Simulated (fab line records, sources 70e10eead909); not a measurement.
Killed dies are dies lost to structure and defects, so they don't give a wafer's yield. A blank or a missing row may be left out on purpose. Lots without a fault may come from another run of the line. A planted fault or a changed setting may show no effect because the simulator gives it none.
Which tool did it? | flow nand_harc | 11 lots, 33 wafers sampled, at 5 steps of a route of 1302

WHAT THE GAUGES READ, wafer by wafer
NHARC_END_SORT_01.
lot  | measured     | on        | killed_at_array
L439 | day 29 09:19 | prober-01 | 48 155 48
L443 | day 30 21:39 | prober-01 | 81 115 83

WHICH TOOL RAN EACH LOT (tool, then ch and the chambers of the sampled wafers, then the start)
lot  | NHARC_A_CONTACT_ETCH_128             | NHARC_A_CONTACT_ETCH_30            | NHARC_A_CONTACT_ETCH_136             | NHARC_A_CONTACT_ETCH_98
L431 | har_cap_etch-03 ch 0,1, day 22 23:10 | rie_diel-03 ch 1,2,3, day 23 05:34 | har_cap_etch-03 ch 0,1, day 23 06:38 | rie_diel-12 ch 0,1,2, no start
L432 | har_cap_etch-03 ch 0,1, day 23 15:44 | rie_diel-03 ch 0,3, day 23 21:38   | har_cap_etch-01 ch 0,1, day 23 22:51 | rie_diel-02 ch 0,2,3, no start
L433 | har_cap_etch-03 ch 0, day 24 01:22   | rie_diel-03 ch 0,2, day 24 08:32   | har_cap_etch-03 ch 0,1, day 24 09:39 | rie_diel-03 ch 0,1,3, no start
L435 | har_cap_etch-02 ch 0,1, day 24 16:28 | rie_diel-03 ch 0,1,2, day 24 22:28 | har_cap_etch-03 ch 1, day 24 23:35   | rie_diel-03 ch 0,2,3, no start
L434 | har_cap_etch-01 ch 0,1, day 24 16:59 | rie_diel-03 ch 0,1,3, day 24 23:12 | har_cap_etch-02 ch 0,1, day 25 00:32 | rie_diel-03 ch 0,2, no start
L440 | har_cap_etch-02 ch 0,1, day 26 21:35 | rie_diel-03 ch 0,2,3, day 27 04:27 | har_cap_etch-03 ch 0,1, day 27 05:31 | rie_diel-03 ch 2,3, no start
L439 | har_cap_etch-01 ch 0,1, day 26 22:23 | rie_diel-03 ch 0,2,3, day 27 06:04 | har_cap_etch-02 ch 0,1, day 27 07:08 | rie_diel-12 ch 1,2,3, day 29 09:19 or earlier
L443 | har_cap_etch-03 ch 0,1, day 28 03:05 | rie_diel-03 ch 0,2,3, day 28 11:46 | har_cap_etch-01 ch 0,1, day 28 12:59 | rie_diel-02 ch 2,3, day 30 21:39 or earlier
L449 | har_cap_etch-02 ch 0,1, day 30 23:49 | rie_diel-03 ch 0,3, day 31 08:14   | har_cap_etch-02 ch 1, day 31 09:24   | rie_diel-12 ch 1,2,3, no start
L450 | har_cap_etch-03 ch 0, day 31 12:14   | rie_diel-03 ch 2,3, day 31 21:46   | har_cap_etch-01 ch 0,1, day 31 23:28 | rie_diel-12 ch 0,1,3, no start
L451 | har_cap_etch-03 ch 0,1, day 32 04:38 | rie_diel-03 ch 0,2,3, day 32 13:53 | har_cap_etch-01 ch 0,1, day 32 15:10 | rie_diel-03 ch 1,2, no start
- NHARC_A_CONTACT_ETCH_128: etches the open film in C4F8/O2/Ar, time 197 s, target depth 1918 nm.
- NHARC_A_CONTACT_ETCH_30: etches the open film in CF4/CHF3, target depth 72.6 nm, time 36.3 s.
- NHARC_A_CONTACT_ETCH_136: etches the open film in C4F8/O2/Ar, time 311 s, target depth 1912 nm.
- NHARC_A_CONTACT_ETCH_98: etches the open film in C4F6/O2, target depth 20 nm, time 10 s.

THE ANSWER, worked out from the rows above alone
Rule: what is usual is taken from the lots themselves. Put in order of their means at a reading, lots are off if they are a third of the lots or fewer, leave a main group of 4 or more, and stand apart from it by a gap of 3 or more times the standard deviation of the main group's means; of several such gaps the widest counts. A main group whose means are all the same, to the digits that the tables above print for the reading, isn't used. A lot without any number at a reading at which 4 lots or more have one is off too. The other lots that the step has rows for count as sound.
No lot is off at any reading shown: from this, nothing can be told.

WHAT THE SIMULATOR HAD PUT IN
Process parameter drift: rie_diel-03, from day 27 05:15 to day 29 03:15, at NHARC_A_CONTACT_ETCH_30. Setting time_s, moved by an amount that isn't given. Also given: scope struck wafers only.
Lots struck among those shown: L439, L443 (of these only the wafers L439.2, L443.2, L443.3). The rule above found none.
